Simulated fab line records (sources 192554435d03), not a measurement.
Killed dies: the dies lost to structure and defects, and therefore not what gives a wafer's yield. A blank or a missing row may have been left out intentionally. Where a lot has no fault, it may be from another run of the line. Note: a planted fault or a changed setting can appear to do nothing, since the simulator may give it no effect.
Split-lot experiment	flow n5Finfet	route with 1938 steps; 7 lots, 21 wafers read

== THE SPLIT ITSELF ==
At N5_SD_EPI_N_COAT_33 (time 60 s, resist thk 35 nm), the setting spinRpm was moved away from the recipe's 1500 rpm on 5 of the 21 wafers read, by -10.1% to +6.2%. The other wafers ran this setting at the recipe's value.

== FROM THE SPLIT TO THE READING: what the file shows between them, 5 steps ==
- N5_SD_EPI_N_PEB_07: peb time 60 s (also split here: pebTimeS)
- N5_SD_EPI_N_DEVELOP_08: develop time 30 s
- N5_SD_EPI_N_CD_MEAS_09: target cd 120 nm
- N5_SD_EPI_N_DESCUM_14: chemistry O2, time 7.9 s
- N5_SD_EPI_N_ETCH_34: etches SiARC in CF4, target depth 45.5 nm, time 75.8 s

== THE READING ==
SiARC_of_SD_EPI_N_COAT_33.thkNm (the simulator's own value, which no gauge read), in nm, at N5_SD_EPI_N_ETCH_35 (etches SOC in N2/H2, overetch 108 nm, time 486 s). The file gives no usual value for it. Across the 16 wafers here that went through the recipe, the average is 19.9 nm and the standard deviation 0.37 nm.

wafer	tool, chamber at the split	spinRpm as run, rpm	against the recipe	SiARC_of_SD_EPI_N_COAT_33.thkNm, nm	against lot-mates on the recipe
L077.1	lithoTrack-04, 0	1500	recipe	20	-
L077.4	lithoTrack-04, 0	1500	recipe	19.8	-
L077.5	lithoTrack-04, 0	1500	recipe	19.8	-
L081.1	lithoTrack-04, 0	1423	-5.1%	20.8	+0.4
L081.3	lithoTrack-04, 0	1500	recipe	20.4	-
L081.6	lithoTrack-04, 0	1423	-5.1%	20.8	+0.4
L083.1	lithoTrack-05, 0	1500	recipe	20.6	-
L083.2	lithoTrack-05, 0	1500	recipe	19.8	-
L083.4	lithoTrack-05, 0	1500	recipe	20.2	-
L084.1	lithoTrack-04, 0	1500	recipe	19.8	-
L084.4	lithoTrack-04, 0	1500	recipe	19.8	-
L084.6	lithoTrack-04, 0	1500	recipe	20.6	-
L089.3	lithoTrack-04, 0	1500	recipe	19.8	-
L089.4	lithoTrack-04, 0	1349	-10.1%	22	+2.2
L089.5	lithoTrack-04, 0	1349	-10.1%	22.2	+2.4
L093.1	lithoTrack-05, 0	1500	recipe	19.2	-
L093.5	lithoTrack-05, 0	1500	recipe	19.4	-
L093.6	lithoTrack-05, 0	1500	recipe	19.8	-
L095.4	lithoTrack-05, 0	1500	recipe	19.6	-
L095.5	lithoTrack-05, 0	1593	+6.2%	18.4	-1.4
L095.6	lithoTrack-05, 0	1500	recipe	20	-

FIT RESULTS
A straight line over all 21 wafers: SiARC_of_SD_EPI_N_COAT_33.thkNm changes by -0.215 nm for each +1% of spinRpm; r = -0.92; the points scatter about the line by 0.35 nm.
The same after taking each lot's own level away (the mean of its wafers on the recipe; 21 wafers): -0.205 nm for each +1%; r = -0.92; scatter 0.32 nm.
Per that fit: largest spinRpm move, reading shift of 2.1 nm.
From 19.47 to 20.40 nm: that is the span of the lots' own levels, equal to 2.5 times the standard deviation above.
So the lot-to-lot level changes the slope little: the two slopes agree.
Check: +1.92 nm against its lot-mates is what the line predicts for one of the wafers moved furthest among these (-10.1%) when that wafer is left out of the fit. Against them it came out at +2.2 nm.

== THE OTHER SPLITS THESE WAFERS WENT THROUGH ==
These wafers also went through other splits before the reading. Each is held against what the fit with the lots' levels taken away leaves over:
other split on the same wafers	wafers away from the commonest value	r with SiARC_of_SD_EPI_N_COAT_33.thkNm (lot level and that fit taken away)
N5_WELL_APT_COAT_02 spinRpm	7	+0.02
N5_FIN_SAQP_ETCH_65 timeS	7	+0.05
N5_SD_EPI_N_PEB_07 pebTimeS	7	-0.14

== THE WHOLE CHAIN: every reading that the file lists as answering this split, in the file's order ==
step	what it does	reading	change (the file's fit)	r (the file's)
N5_SD_EPI_N_COAT_33	time 60 s, resist thk 35 nm	SiARC_of_SD_EPI_N_COAT_33.thkNm (the simulator's own value, which no gauge read)	-0.192 nm for each +1% of the setting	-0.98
N5_SD_EPI_N_ETCH_34	etches SiARC in CF4, target depth 45.5 nm, time 75.8 s	CAR-ArF-block_of_SD_EPI_N_COAT_03.thkNm (the simulator's own value, which no gauge read)	+0.16 nm for each +1% of the setting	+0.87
N5_SD_EPI_N_ETCH_34	etches SiARC in CF4, target depth 45.5 nm, time 75.8 s	etch.depthNm (the simulator's own value, which no gauge read)	-0.187 nm for each +1% of the setting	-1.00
N5_SD_EPI_N_ETCH_35	etches SOC in N2/H2, overetch 108 nm, time 486 s	SiARC_of_SD_EPI_N_COAT_33.thkNm (the simulator's own value, which no gauge read)	-0.204 nm for each +1% of the setting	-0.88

== THE FILE'S OWN FIT ==
SiARC_of_SD_EPI_N_COAT_33.thkNm changes by -0.204 nm for each +1% of spinRpm, r = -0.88.
